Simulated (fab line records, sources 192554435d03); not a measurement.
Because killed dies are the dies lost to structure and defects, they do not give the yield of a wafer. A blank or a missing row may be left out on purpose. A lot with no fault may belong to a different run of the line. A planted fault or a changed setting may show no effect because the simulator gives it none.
Split-lot trial    flow n5-finfet    7 lots, 21 wafers read, on a route of 1938 steps

== ABOUT THE SPLIT ==
At N5_FIN_SAQP_EXPOSE_13 (exposes mask FIN CORE, target cd 35.6 nm), the setting dose-mj was moved away from the recipe's 63.25 on 6 of the 21 wafers read, by -7.1% to +4.9%. For the rest of the wafers, this setting stayed at what the recipe calls for.

== FROM THE SPLIT TO THE READING: what the file shows between them, 2 steps ==
- N5_FIN_SAQP_PEB_14: peb time 60 s
- N5_FIN_SAQP_DEVELOP_15: develop time 30 s

== THE READING ==
cd-nm, in nm, at N5_FIN_SAQP_CD_MEAS_16 (target cd 35.6 nm). A value of 35.6 nm with a standard deviation of 0.3 nm is what fault-free wafers of this fab line usually give.

wafer   tool, chamber at the split  dose-mj as run  against the recipe  cd-nm, nm  against lot-mates on the recipe
L077.3  arfi-scanner-01, 0          63.25           recipe              35.4       -
L077.4  arfi-scanner-01, 0          63.25           recipe              35.9       -
L077.5  arfi-scanner-01, 0          63.25           recipe              35.7       -
L079.1  arfi-scanner-03, 0          63.25           recipe              35.6       -
L079.3  arfi-scanner-03, 0          63.25           recipe              35.6       -
L079.5  arfi-scanner-03, 0          63.25           recipe              35.4       -
L080.2  arfi-scanner-03, 0          66.36           +4.9%               34.0       no lot-mate on the recipe
L080.5  arfi-scanner-03, 0          66.36           +4.9%               34.0       no lot-mate on the recipe
L080.6  arfi-scanner-03, 0          66.36           +4.9%               34.4       no lot-mate on the recipe
L085.1  arfi-scanner-03, 0          59.43           -6.0%               37.2       +1.4
L085.5  arfi-scanner-03, 0          63.25           recipe              35.9       -
L085.6  arfi-scanner-03, 0          63.25           recipe              35.8       -
L088.2  arfi-scanner-01, 0          58.79           -7.1%               37.7       +2.5
L088.3  arfi-scanner-01, 0          63.25           recipe              35.2       -
L088.6  arfi-scanner-01, 0          58.79           -7.1%               37.7       +2.5
L092.1  arfi-scanner-01, 0          63.25           recipe              35.6       -
L092.2  arfi-scanner-01, 0          63.25           recipe              35.4       -
L092.3  arfi-scanner-01, 0          63.25           recipe              36.0       -
L095.1  arfi-scanner-01, 0          63.25           recipe              35.6       -
L095.3  arfi-scanner-01, 0          63.25           recipe              35.7       -
L095.6  arfi-scanner-01, 0          63.25           recipe              35.7       -

THE FIT
A straight line over all 21 wafers: cd-nm changes by -0.292 nm for each +1% of dose-mj; r = -0.98; the points scatter about the line by 0.21 nm.
The same after taking each lot's own level away (the mean of its wafers on the recipe; 18 wafers): -0.32 nm for each +1%; r = -0.97; scatter 0.22 nm.
On that fit, the largest move of dose-mj shifts the reading by 2.3 nm.
Measured against the standard deviation above, the lots' own levels, which go from 35.20 to 35.85 nm, span 2.2 times it.
So the lot-to-lot level changes the slope little: the two slopes agree.
Check: with one of the wafers moved furthest among these (-7.1%) left out of the fit, the line predicts +2.11 nm for it against its lot-mates. Against them it came out at +2.5 nm.

== THE OTHER SPLITS THESE WAFERS WENT THROUGH ==
Other splits were also applied to these wafers ahead of the reading. Each is held against what the fit with the lots' levels taken away leaves over:
other split on the same wafers         wafers away from the commonest value  r with cd-nm (lot level and that fit taken away)
N5_WELL_APT_PEB_06 peb-time-s          4                                     -0.03
N5_WELL_APT_DEVELOP_07 develop-time-s  11                                    +0.21
N5_FIN_SAQP_PECVD_06 time-s            7                                     -0.23

== THE FILE'S OWN FIT ==
cd-nm changes by -0.304 nm for each +1% of dose-mj, r = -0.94.
